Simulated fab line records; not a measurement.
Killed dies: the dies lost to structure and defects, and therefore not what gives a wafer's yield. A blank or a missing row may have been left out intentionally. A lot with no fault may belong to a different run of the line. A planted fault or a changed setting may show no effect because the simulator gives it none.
Chamber matching	flow n5 finfet	4 sister chambers for N5_BEOL_M1_DESCUM_33 on rie diel-06
The step chemistry O2, time 7 s. 24 wafers are shown with their chamber, then 12 later ones without.

== WAFERS PAIRED WITH THEIR CHAMBERS ==
wafer	chamber	throttle valve pct (%)	showerhead plenum p Torr (Torr)	oes product au (a.u.)
L077.1	1	20.63	2.04	0.85
L077.4	2	20.46	2.11	0.77
L077.5	2	20.46	2.11	0.79
L080.3	3	20.07	2.21	0.87
L080.5	3	20.06	2.21	0.87
L080.6	0	20.45	2.18	0.76
L081.1	1	20.62	2.04	0.85
L081.3	0	20.46	2.18	0.75
L081.6	2	20.46	2.11	0.78
L082.1	1	20.61	2.04	0.84
L082.4	1	20.64	2.04	0.85
L082.5	2	20.46	2.11	0.77
L083.1	1	20.61	2.04	0.85
L083.2	0	20.45	2.17	0.75
L083.3	2	20.46	2.11	0.76
L088.3	2	20.48	2.10	0.77
L088.4	0	20.49	2.17	0.74
L088.5	0	20.49	2.17	0.74
L089.2	0	20.48	2.17	0.73
L089.3	3	20.06	2.20	0.85
L089.5	0	20.49	2.17	0.74
L091.2	3	20.09	2.20	0.86
L091.5	1	20.64	2.03	0.83
L091.6	0	20.48	2.17	0.73

SIGNATURES (means of the wafers above)
reading	chamber 0	chamber 1	chamber 2	chamber 3	scatter within a chamber
throttle valve pct	20.4737	20.6250	20.4633	20.0700	0.0143
showerhead plenum p Torr	2.1725	2.0383	2.1083	2.2050	0.00456
oes product au	0.7425	0.8450	0.7733	0.8625	0.00977
Rule: distance of a wafer from a chamber = root of the sum over the readings of ((wafer's reading minus chamber's mean) / reading's scatter) squared. If the next closest chamber is less than 2 further off than the closest, the wafer can't be placed; otherwise it belongs to the closest. The scatter: take each reading less its chamber's mean, square it, sum over the shown wafers, divide by the number of wafers less the number of chambers, and take the root.

== WAFERS MISSING THEIR CHAMBER ==
wafer	throttle valve pct (%)	showerhead plenum p Torr (Torr)	oes product au (a.u.)
L092.1	20.07	2.20	0.85
L092.2	20.49	2.17	0.72
L092.5	20.49	2.10	0.76
L093.3	20.09	2.20	0.85
L093.4	20.49	2.10	0.76
L093.6	20.48	2.17	0.73
L094.3	20.66	2.03	0.82
L094.4	20.08	2.20	0.85
L094.5	20.09	2.20	0.84
L095.1	20.49	2.10	0.77
L095.4	20.49	2.17	0.73
L095.6	20.47	2.17	0.73

== WHICH CHAMBER EACH WENT THROUGH ==
wafer	from the rows above	in truth
L092.1	3	3
L092.2	0	0
L092.5	2	2
L093.3	3	3
L093.4	2	2
L093.6	0	0
L094.3	1	1
L094.4	3	3
L094.5	3	3
L095.1	2	2
L095.4	0	0
L095.6	0	0
Correct placement for 12 of the 12. Number that these rows cannot place: 0. Placed wrongly: 0.
